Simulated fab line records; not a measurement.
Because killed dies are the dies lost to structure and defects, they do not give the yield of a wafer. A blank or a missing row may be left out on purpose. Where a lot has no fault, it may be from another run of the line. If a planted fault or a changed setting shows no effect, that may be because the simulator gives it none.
2 desks looking at one fault ; flow n5_finfet ; what lay behind the numbers comes last; until then each desk has only its own

## TOOL OWNER'S DESK, rie_diel-01
The tool's own readings at N5_SD_EPI_N_ETCH_35 (etches SOC in N2/H2, overetch 108 nm, time 486 s): means of the sampled wafers that have a number, for each lot that ran on this tool. If a lot's mean is further than 4 standard deviations from the usual mean, the lot is out of limits and carries the mark OUT (the distance appears in the brackets).
Columns: A = bias_w at N5_SD_EPI_N_ETCH_35, usual 133.0 W; B = drypump_motor_current_A at N5_SD_EPI_N_ETCH_35, usual 5.9 A; C = oes_product_au at N5_SD_EPI_N_ETCH_35, usual 0.70 a.u.; D = rf_vpp_V at N5_SD_EPI_N_ETCH_35, usual 240.8 V; E = showerhead_plenum_p_Torr at N5_SD_EPI_N_ETCH_35, usual 2.55 Torr; F = throttle_valve_pct at N5_SD_EPI_N_ETCH_35, usual 23.83 %
lot;first seen here;A;B;C;D;E;F
L863;day 4 06:10;132.9;6.1;0.69;240.5;2.51;23.89
L865;day 4 18:59;132.7;6.1;0.69;240.6;2.51;23.90
L868;day 5 12:18;133.0;5.9;0.71;240.7;2.50;24.04
L869;day 5 22:22;133.3;5.9;0.71;240.2;2.50;24.05
L871;day 6 07:10;133.1;5.9;0.70;240.1;2.50;24.04
Finding of this desk: none of the 5 lots has anything out of limits.

## AT THE METROLOGY DESK
What the gauges read, lot by lot, whatever tool the lot ran on: means of the sampled wafers that have a number. If a lot's mean is further than 4 standard deviations from the usual mean, the lot is out of limits and carries the mark OUT (the distance appears in the brackets). 7 of its 11 readings are shown, namely those furthest out on some lot.
Columns: A = SD_N_BLK_OVL at N5_SD_EPI_N_OVL_MEAS_10, usual 0.2 nm; B = DIBL_N at N5_BEOL_M4_RC_MEAS_101, usual 36.1 mV/V; C = DIBL_P at N5_BEOL_M4_RC_MEAS_101, usual 35.8 mV/V; D = IOFF_P at N5_BEOL_M4_RC_MEAS_101, usual 0.21 nA/um; E = ION_N at N5_BEOL_M4_RC_MEAS_101, usual 673 uA/um; F = SS_P at N5_BEOL_M4_RC_MEAS_101, usual 73.3 mV/dec; G = VT_P at N5_BEOL_M4_RC_MEAS_101, usual -250 mV
lot;first seen here;A;B;C;D;E;F;G
L861;day 3 18:43;0.1;35.5;36.3;0.19;671;73.6;-252
L863;day 4 05:47;0.4;38.6;39.0;0.25;680;74.1;-246
L865;day 4 18:50;0.3;36.6;35.4;0.23;682;73.2;-247
L868;day 5 12:09;0.6;-;-;-;-;-;-
L869;day 5 22:13;0.2;-;-;-;-;-;-
L870;day 6 01:40;1.0;35.5;34.3;0.19;663;73.1;-249
L871;day 6 06:54;1.0;-;-;-;-;-;-
L873;day 6 17:41;1.2;34.1;34.6;0.19;658;72.8;-251
L878;day 8 00:44;-0.4;36.4;36.0;0.24;671;73.5;-247
Finding of this desk: none of the 9 lots has anything out of limits.

## PUT TOGETHER
The desk of the tool owner found nothing out of limits.
Metrology desk: nothing out of limits seen.

## WHAT WAS PUT IN BY THE SIMULATOR
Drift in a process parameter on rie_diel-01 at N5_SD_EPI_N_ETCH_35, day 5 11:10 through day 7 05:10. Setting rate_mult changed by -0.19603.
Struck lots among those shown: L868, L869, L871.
